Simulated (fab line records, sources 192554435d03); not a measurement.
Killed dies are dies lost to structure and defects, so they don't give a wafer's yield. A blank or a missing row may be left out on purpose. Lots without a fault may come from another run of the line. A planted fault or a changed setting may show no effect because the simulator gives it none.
Chamber matching | flow n5_finfet | N5_ZERO_LAYER_DESCUM_16 on rie_diel-03: 4 sister chambers
The step chemistry O2, time 7.9 s. 24 wafers are shown with their chamber, then 12 later ones without.

WAFERS WITH THEIR CHAMBER
wafer  | chamber | showerhead_plenum_p_Torr (Torr) | throttle_valve_pct (%) | drypump_motor_current_A (A)
L075.2 | 3       | 2.11                            | 20.87                  | 5.5
L075.3 | 2       | 2.11                            | 20.70                  | 5.3
L075.5 | 3       | 2.11                            | 20.89                  | 5.5
L076.1 | 0       | 2.12                            | 20.54                  | 5.4
L076.4 | 2       | 2.11                            | 20.70                  | 5.3
L076.5 | 2       | 2.11                            | 20.69                  | 5.4
L079.2 | 0       | 2.11                            | 20.55                  | 5.4
L079.4 | 1       | 1.98                            | 20.76                  | 5.9
L079.6 | 0       | 2.12                            | 20.53                  | 5.4
L081.2 | 0       | 2.11                            | 20.55                  | 5.4
L081.3 | 3       | 2.11                            | 20.87                  | 5.5
L081.5 | 2       | 2.11                            | 20.72                  | 5.3
L082.4 | 1       | 1.97                            | 20.75                  | 5.9
L082.5 | 1       | 1.97                            | 20.75                  | 6.0
L082.6 | 0       | 2.11                            | 20.55                  | 5.4
L083.2 | 3       | 2.11                            | 20.90                  | 5.4
L083.3 | 1       | 1.97                            | 20.76                  | 5.9
L083.5 | 3       | 2.11                            | 20.88                  | 5.5
L084.1 | 1       | 1.97                            | 20.76                  | 5.9
L084.4 | 3       | 2.11                            | 20.89                  | 5.4
L084.6 | 3       | 2.11                            | 20.91                  | 5.4
L085.2 | 1       | 1.97                            | 20.75                  | 5.9
L085.3 | 0       | 2.11                            | 20.55                  | 5.4
L085.6 | 3       | 2.11                            | 20.90                  | 5.5

SIGNATURES (means of the wafers above)
reading                  | chamber 0 | chamber 1 | chamber 2 | chamber 3 | scatter within a chamber
showerhead_plenum_p_Torr | 2.1133    | 1.9717    | 2.1100    | 2.1100    | 0.00329
throttle_valve_pct       | 20.5450   | 20.7550   | 20.7025   | 20.8888   | 0.0111
drypump_motor_current_A  | 5.400     | 5.917     | 5.325     | 5.463     | 0.0416
Rule: a wafer's distance from a chamber is the root of the sum, over the readings, of the square of ((its reading less the chamber's mean) divided by the reading's scatter). The wafer belongs to the nearest chamber; if the next one is less than 2 further off, it can't be placed. The scatter: the root of (the sum of the squares of (reading less its chamber's mean) over the shown wafers, divided by (wafers less chambers)).

WAFERS WITHOUT THEIR CHAMBER
wafer  | showerhead_plenum_p_Torr (Torr) | throttle_valve_pct (%) | drypump_motor_current_A (A)
L086.2 | 2.11                            | 20.91                  | 5.5
L086.3 | 2.11                            | 20.74                  | 5.3
L086.4 | 1.97                            | 20.79                  | 5.9
L090.2 | 2.10                            | 20.75                  | 5.3
L090.3 | 2.10                            | 20.91                  | 5.5
L090.4 | 1.97                            | 20.78                  | 5.9
L091.3 | 2.10                            | 20.92                  | 5.5
L091.4 | 1.97                            | 20.78                  | 5.9
L091.6 | 2.10                            | 20.74                  | 5.3
L097.1 | 2.10                            | 20.60                  | 5.4
L097.5 | 2.10                            | 20.58                  | 5.4
L097.6 | 1.96                            | 20.79                  | 6.0

WHICH CHAMBER EACH WENT THROUGH
wafer  | from the rows above | in truth
L086.2 | 3                   | 3
L086.3 | 2                   | 2
L086.4 | 1                   | 1
L090.2 | 2                   | 2
L090.3 | 3                   | 3
L090.4 | 1                   | 1
L091.3 | 3                   | 3
L091.4 | 1                   | 1
L091.6 | 2                   | 2
L097.1 | 0                   | 0
L097.5 | 0                   | 0
L097.6 | 1                   | 1
Placed correctly: 12 of 12. Can't be placed from these rows: 0. Placed wrongly: 0.
